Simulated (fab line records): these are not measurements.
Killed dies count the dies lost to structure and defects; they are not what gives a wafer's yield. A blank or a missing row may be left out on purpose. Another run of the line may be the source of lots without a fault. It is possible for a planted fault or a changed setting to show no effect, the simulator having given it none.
fab line records | flow n5_finfet
[record] lots = 5 wafers = 15 last_day = 17
route steps=1938 shown BEOL_M7@1287
lots untouched by any fault: they come from a run of this same line in which no faults occurred
start_h: hours from the record's first day to the start of the lot's first wafer shown | wait_h: how many hours have passed since the lot's step before this one | " the same as in the row above | L1.1+2: a single row standing in for several wafers | - either no value or no given start | * or withheld: withheld | < > ~ a bound
route shown NAME@n: a module of which the file shows steps, and the number in the route of the first | usual: mean/standard deviation of fault-free wafers | same: alike in all rows | chamber/n: place in a boat | sites: readings site by site | _std_site: how widely they spread, as a standard deviation | _edge_site: the outer-site mean with the inner-site mean subtracted | radius_mm: for every site, how far away it sits from the centre of the wafer | mask NAME#n: copy n | behind: tool/chamber where the wafer was last shaped | hold: the reason the lot was held/the length of the hold in hours/how it ended | device: whichever transistor did not switch (one of n, p or np) | end of line: tests run on the same wafers once the route is complete | for a step that has no rows: nothing shown but its recipe | killed: at the first sort, the dies lost to defects and structure; wafer yield is something else | map: the dies of a wafer, with x for killed, . for not killed, _ for no die there
set.NAME: setting as actually run; set.NAME@STEP: the setting as run at that earlier step | model.NAME: the simulator's own value behind a step, which no gauge read
certain route steps with their lots: each step a table, each wafer a row
services: when a tool's chamber went out of use (start_h, in hours from the record's first day, below 0 if earlier), for how many hours, and the reason
[[steps]]
[step N5_BEOL_M7_COAT_63]
[recipe] resist = SOC temp_c = 250 time_s = 60 spin_rpm = 1500 resist_thk_nm = 60
// columns lot.wafer tool chamber start_h wait_h
L077.1+4+6 litho_track-04 0 200.98 1.4
L078.1+4+5 litho_track-02 0 212.48 0.0
L086.3+5+6 litho_track-03 0 273.96 1.3
L089.2+5+6 litho_track-04 0 273.96 1.3
L096.2+3+5 litho_track-04 0 339.22 0.7
[step N5_BEOL_M7_COAT_64]
[recipe] resist = SiARC temp_c = 220 time_s = 60 spin_rpm = 1500 resist_thk_nm = 12
// columns lot.wafer tool chamber start_h wait_h
L077.1+4+6 litho_track-04 0 - -
L078.1+4+5 litho_track-02 0 - -
L086.3+5+6 litho_track-03 0 - -
L089.2+5+6 litho_track-04 0 - -
L096.2+3+5 litho_track-04 0 - -
[step N5_BEOL_M7_COAT_71]
[recipe] resist = underlayer temp_c = 205 time_s = 60 spin_rpm = 1500 resist_thk_nm = 5
// columns lot.wafer tool chamber start_h wait_h
L077.1+4+6 litho_track-04 0 - -
L078.1+4+5 litho_track-02 0 - -
L086.3+5+6 litho_track-03 0 - -
L089.2+5+6 litho_track-04 0 - -
L096.2+3+5 litho_track-04 0 - -
[step N5_BEOL_M7_COAT_22]
[recipe] resist = CAR-EUV spin_rpm = 1500 resist_thk_nm = 30
// columns lot.wafer tool chamber start_h wait_h
L077.1+4+6 litho_track-04 0 - -
L078.1+4+5 litho_track-02 0 - -
L086.3+5+6 litho_track-03 0 - -
L089.2+5+6 litho_track-04 0 - -
L096.2+3+5 litho_track-04 0 - -
[step N5_BEOL_M7_EBR_24]
[recipe] solvent = PGMEA ebr_width_mm = 1.5
// columns lot.wafer tool chamber start_h wait_h
L077.1+4+6 litho_track-04 0 - -
L078.1+4+5 litho_track-02 0 - -
L086.3+5+6 litho_track-03 0 - -
L089.2+5+6 litho_track-04 0 - -
L096.2+3+5 litho_track-04 0 - -
[step N5_BEOL_M7_SOFTBAKE_23]
[recipe] temp_c = 110 time_s = 60 resist = CAR-EUV
// columns lot.wafer tool chamber start_h wait_h
L077.1+4+6 litho_track-04 0 - -
L078.1+4+5 litho_track-02 0 - -
L086.3+5+6 litho_track-03 0 - -
L089.2+5+6 litho_track-04 0 - -
L096.2+3+5 litho_track-04 0 - -
[step N5_BEOL_M7_EXPOSE_25]
[recipe] mask_id = V6 na = 0.33 source_shape = annular sigma_inner = 0.4 sigma_outer = 0.8 polarization = unpolarized target_cd_nm = 40 dose_mj = 42.5
[usual] stage_msd_nm = 0.86/0.056
// columns lot.wafer tool chamber start_h wait_h mask stage_msd_nm
L077.1 euv_scanner-02 0 201.12 - V6#0 0.90
L077.4 " 0 " " V6#0 0.91
L077.6 " 0 " " V6#0 0.90
L078.1 euv_scanner-02 0 212.62 - V6#0 0.90
L078.4 " 0 " " V6#0 0.90
L078.5 " 0 " " V6#0 0.90
L086.3 euv_scanner-02 0 274.15 - V6#0 0.89
L086.5 " 0 " " V6#0 0.89
L086.6 " 0 " " V6#0 0.89
L089.2 euv_scanner-02 0 274.18 - V6#0 0.89
L089.5 " 0 " " V6#0 0.89
L089.6 " 0 " " V6#0 0.89
L096.2 euv_scanner-01 0 339.36 - V6#0 0.78
L096.3 " 0 " " V6#0 0.78
L096.5 " 0 " " V6#0 0.78
[step N5_BEOL_M7_PEB_26]
[recipe] peb_temp_c = 100 peb_time_s = 60 resist = CAR-EUV
// columns lot.wafer tool chamber start_h wait_h
L077.1+4+6 litho_track-02 0 201.18 0.1
L078.1+4+5 litho_track-02 0 212.68 0.1
L086.3+5+6 litho_track-03 0 274.20 0.0
L089.2+5+6 litho_track-04 0 274.24 0.1
L096.2+3+5 litho_track-03 0 339.43 0.1
[step N5_BEOL_M7_DEVELOP_27]
[recipe] develop_time_s = 30 developer = TMAH resist = CAR-EUV rinse_liquid = surfactant_rinse dry = air_spin dev_temp_c = 23
// columns lot.wafer tool chamber start_h wait_h
L077.1+4+6 litho_track-02 0 - -
L078.1+4+5 litho_track-02 0 - -
L086.3+5+6 litho_track-03 0 - -
L089.2+5+6 litho_track-04 0 - -
L096.2+3+5 litho_track-03 0 - -
[step N5_BEOL_M7_CD_MEAS_28]
[recipe] target_cd_nm = 40 landing_energy_ev = 500 detector = se_inlens
[usual] cd_nm = 39.96/0.26
// columns lot.wafer tool chamber start_h wait_h cd_nm
L077.1 cd_sem-02 0 201.25 - 40.09
L077.4 " 0 " " 40.07
L077.6 " 0 " " 39.97
L078.1 cd_sem-02 0 212.75 - 39.68
L078.4 " 0 " " 39.85
L078.5 " 0 " " 39.38
L086.3 cd_sem-03 0 274.27 - 39.58
L086.5 " 0 " " 39.59
L086.6 " 0 " " 39.90
L089.2 cd_sem-01 0 274.31 - 40.35
L089.5 " 0 " " 40.62
L089.6 " 0 " " 40.41
L096.2 cd_sem-02 0 339.49 - 39.80
L096.3 " 0 " " 39.80
L096.5 " 0 " " 39.71
[step N5_BEOL_M7_OVL_MEAS_29]
[recipe] points_per_wafer = 522
[usual] V6_OVL = 0.3/0.88
// columns lot.wafer tool chamber start_h wait_h V6_OVL[nm]
L077.1 overlay-01 0 201.28 0.0 -0.5
L077.4 " 0 " " 0.7
L077.6 " 0 " " 0.4
L078.1 overlay-02 0 212.78 0.0 0.1
L078.4 " 0 " " 1.2
L078.5 " 0 " " -1.1
L086.3 overlay-02 0 274.31 0.0 -0.7
L086.5 " 0 " " -1.1
L086.6 " 0 " " 0.3
L089.2 overlay-01 0 274.35 0.0 1.7
L089.5 " 0 " " 0.3
L089.6 " 0 " " 2.4
L096.2 overlay-02 0 339.53 0.0 -0.1
L096.3 " 0 " " 0.7
L096.5 " 0 " " 0.7
[step N5_BEOL_M7_INSPECT_30]
[recipe] mode = adi inspect_instrument = brightfield
[usual] raw_defect_count = 418/110
// columns lot.wafer tool chamber start_h wait_h raw_defect_count
L077.1 defect_inspect-01 - 201.34 0.1 469
L077.4 " - " " 603
L077.6 " - " " 521
L078.1 defect_inspect-02 - 212.84 0.1 505
L078.4 " - " " 341
L078.5 " - " " 425
L086.3 defect_inspect-02 - 274.41 0.1 486
L086.5 " - " " 284
L086.6 " - " " 425
L089.2 defect_inspect-02 - 274.41 0.1 438
L089.5 " - " " 315
L089.6 " - " " 381
L096.2 defect_inspect-02 - 339.58 0.0 478
L096.3 " - " " 360
L096.5 " - " " 568
[step N5_BEOL_M7_DESCUM_33]
[recipe] chemistry = O2 time_s = 7 source_power_w = 50 bias_power_w = 20 pressure_mtorr = 20 rf_frequency_hz = 2.712e+07 temp_c = 40 resist = CAR-EUV o2_flow_sccm = 225
[usual] bias_power_w = 19.99/0.056 drypump_motor_current_A = 5.53/0.26 oes_product_au = 0.80/0.089 rf_vpp_V = 243.3/1.3 showerhead_plenum_p_Torr = 2.11/0.072 throttle_valve_pct = 20.40/0.25
// columns lot.wafer tool chamber start_h wait_h bias_power_w drypump_motor_current_A oes_product_au rf_hours_counter_h rf_vpp_V showerhead_plenum_p_Torr throttle_valve_pct
L077.1 rie_diel-01 3 201.57 0.2 19.97 5.15 0.85 61 244.2 2.13 20.67
L077.4 " 1 " " 19.97 5.48 0.99 7 244.1 2.16 20.00
L077.6 " 2 " " 20.06 5.72 0.68 - 244.9 2.15 20.88
L078.1 rie_diel-06 0 212.87 0.0 20.01 5.78 0.69 238 243.8 2.05 20.56
L078.4 " 3 " " 19.95 5.93 0.84 77 245.1 2.22 20.12
L078.5 " 3 " " 19.93 5.91 0.85 - 244.4 2.22 20.12
L089.2 rie_diel-02 1 275.19 0.8 19.97 5.69 0.79 89 241.5 2.02 20.47
L089.5 " 3 " " 19.97 5.33 0.72 - 242.1 1.99 20.50
L089.6 " 0 " " 20.03 5.09 0.92 - 243.4 2.16 20.24
L086.3 rie_diel-06 2 275.19 0.8 19.98 5.41 0.69 - 243.0 2.16 20.30
L086.5 " 2 " " 19.92 5.40 0.70 - 243.2 2.16 20.29
L086.6 " 3 " " 20.06 5.88 0.82 - 244.4 2.21 20.14
L096.2 rie_diel-06 0 339.61 0.0 19.98 5.77 0.92 18 243.6 2.04 20.25
L096.3 " 3 " " 20.03 5.91 0.80 118 244.2 2.20 20.18
L096.5 " 0 " " 20.04 5.79 0.92 - 242.7 2.04 20.28
[step N5_BEOL_M7_ETCH_72]
[recipe] chemistry = N2/H2 target = underlayer target_depth_a = 65 mask_material = CAR-EUV time_s = 5.2 ion_energy_ev = 200 pressure_mtorr = 30 source_w = 840 bias_w = 150 n2_flow_sccm = 200 h2_flow_sccm = 200 ends = cleared
[usual] bias_w = 150.0/0.48 drypump_motor_current_A = 5.54/0.26 etch_rf_on_time_s = 5.21/0.12 oes_product_au = 0.68/0.074 rf_vpp_V = 524.3/2.6 showerhead_plenum_p_Torr = 2.56/0.082 throttle_valve_pct = 17.77/0.26
// columns lot.wafer tool chamber start_h wait_h bias_w drypump_motor_current_A etch_rf_on_time_s oes_product_au rf_hours_counter_h rf_vpp_V showerhead_plenum_p_Torr throttle_valve_pct
L077.1 rie_diel-01 3 201.60 0.0 150.2 5.16 5.42 0.71 61 525.7 2.57 17.89
L077.4 " 1 " " 149.8 5.50 5.10 0.84 7 526.2 2.60 17.36
L077.6 " 2 " " 150.2 5.75 5.26 0.57 - 523.0 2.60 18.25
L078.1 rie_diel-06 0 212.91 0.0 149.7 5.81 5.26 0.58 238 523.4 2.52 18.08
L078.4 " 3 " " 150.4 5.92 5.09 0.73 77 529.0 2.68 17.37
L078.5 " 3 " " 150.3 5.91 5.10 0.73 - 527.8 2.68 17.40
L089.2 rie_diel-02 1 275.22 0.0 149.8 5.67 5.01 0.69 89 520.7 2.47 17.83
L089.5 " 3 " " 149.1 5.32 5.28 0.63 - 518.6 2.42 17.89
L089.6 " 0 " " 149.5 5.12 5.08 0.80 - 526.2 2.60 17.67
L086.3 rie_diel-06 2 275.23 0.0 150.6 5.43 5.19 0.61 - 526.7 2.64 17.93
L086.5 " 2 " " 149.8 5.41 5.21 0.61 - 527.1 2.64 17.91
L086.6 " 3 " " 150.2 5.91 5.10 0.71 - 527.7 2.67 17.41
L096.2 rie_diel-06 0 339.65 0.0 149.9 5.79 5.13 0.78 18 522.1 2.50 17.73
L096.3 " 3 " " 149.4 5.89 5.21 0.67 118 528.1 2.66 17.45
L096.5 " 0 " " 150.2 5.76 5.18 0.77 - 524.0 2.50 17.73
[step N5_BEOL_M7_ETCH_65]
[recipe] chemistry = CF4 target = SiARC target_depth_a = 156 mask_material = CAR-EUV time_s = 26 ion_energy_ev = 80 pressure_mtorr = 40 source_w = 545 bias_w = 36 Ar_flow_sccm = 100 cf4_flow_sccm = 100 ends = cleared
[usual] bias_w = 35.99/0.09 drypump_motor_current_A = 5.53/0.26 etch_rf_on_time_s = 25.9/0.53 oes_product_au = 0.68/0.073 rf_vpp_V = 184.2/1.1 showerhead_plenum_p_Torr = 2.15/0.068 throttle_valve_pct = 15.55/0.28
// columns lot.wafer tool chamber start_h wait_h bias_w drypump_motor_current_A etch_rf_on_time_s oes_product_au rf_hours_counter_h rf_vpp_V showerhead_plenum_p_Torr throttle_valve_pct
L077.1 rie_diel-01 3 201.62 0.0 36.17 5.14 26.8 0.70 61 185.4 2.17 15.75
L077.4 " 1 " " 35.98 5.46 25.3 0.84 7 183.4 2.19 15.08
L077.6 " 2 " " 36.04 5.75 26.3 0.58 - 184.5 2.21 16.16
L078.1 rie_diel-06 0 212.93 0.0 35.98 5.76 26.6 0.59 238 184.8 2.13 15.94
L078.4 " 3 " " 36.01 5.89 26.1 0.72 77 186.7 2.26 15.24
L078.5 " 3 " " 35.94 5.88 25.9 0.72 - 185.4 2.26 15.24
L089.2 rie_diel-02 1 275.24 0.0 35.86 5.65 25.1 0.70 89 183.2 2.07 15.58
L089.5 " 3 " " 36.02 5.36 26.3 0.63 - 182.7 2.04 15.67
L089.6 " 0 " " 35.87 5.11 25.3 0.81 - 184.6 2.18 15.24
L086.3 rie_diel-06 2 275.27 0.0 35.95 5.41 25.6 0.61 - 185.5 2.21 15.53
L086.5 " 2 " " 35.86 5.41 25.3 0.61 - 184.2 2.21 15.53
L086.6 " 3 " " 36.05 5.89 26.0 0.70 - 184.6 2.25 15.29
L096.2 rie_diel-06 0 339.67 0.0 36.02 5.78 25.9 0.78 18 183.9 2.12 15.51
L096.3 " 3 " " 35.97 5.89 26.2 0.69 118 185.4 2.24 15.32
L096.5 " 0 " " 35.86 5.81 25.7 0.79 - 183.6 2.12 15.54
[[services]]
// columns tool chamber start_h hours kind
euv_scanner-01 - 210.59 8.0 pm
euv_scanner-02 - 212.95 0.6 repair
litho_track-02 - 217.56 - consumable_replace:filter
euv_scanner-01 - 218.59 1.0 pm
euv_scanner-02 - 229.53 1.0 pm
litho_track-02 - 235.32 - consumable_replace:filter
rie_diel-01 2 235.33 5.0 repair
rie_diel-02 1 243.32 8.0 repair
euv_scanner-01 - 255.63 12.0 pm
rie_diel-06 0 260.74 - clean
rie_diel-06 0 260.74 - consumable_replace:focus_ring
rie_diel-06 0 260.74 22.9 scheduled_down
rie_diel-06 0 260.74 22.9 vent_cycle
euv_scanner-01 - 267.63 5.8 pm
euv_scanner-01 - 277.00 1.2 repair
euv_scanner-02 - 285.68 1.0 pm
euv_scanner-02 - 301.95 4.6 pm
litho_track-03 - 311.60 - consumable_replace:filter
rie_diel-01 1 313.05 21.1 repair
euv_scanner-01 - 324.13 1.0 pm
rie_diel-06 1 339.35 - clean
rie_diel-06 1 339.35 - consumable_replace:focus_ring
rie_diel-06 1 339.35 14.3 scheduled_down
rie_diel-06 1 339.35 14.3 vent_cycle
[[key]]
fault none
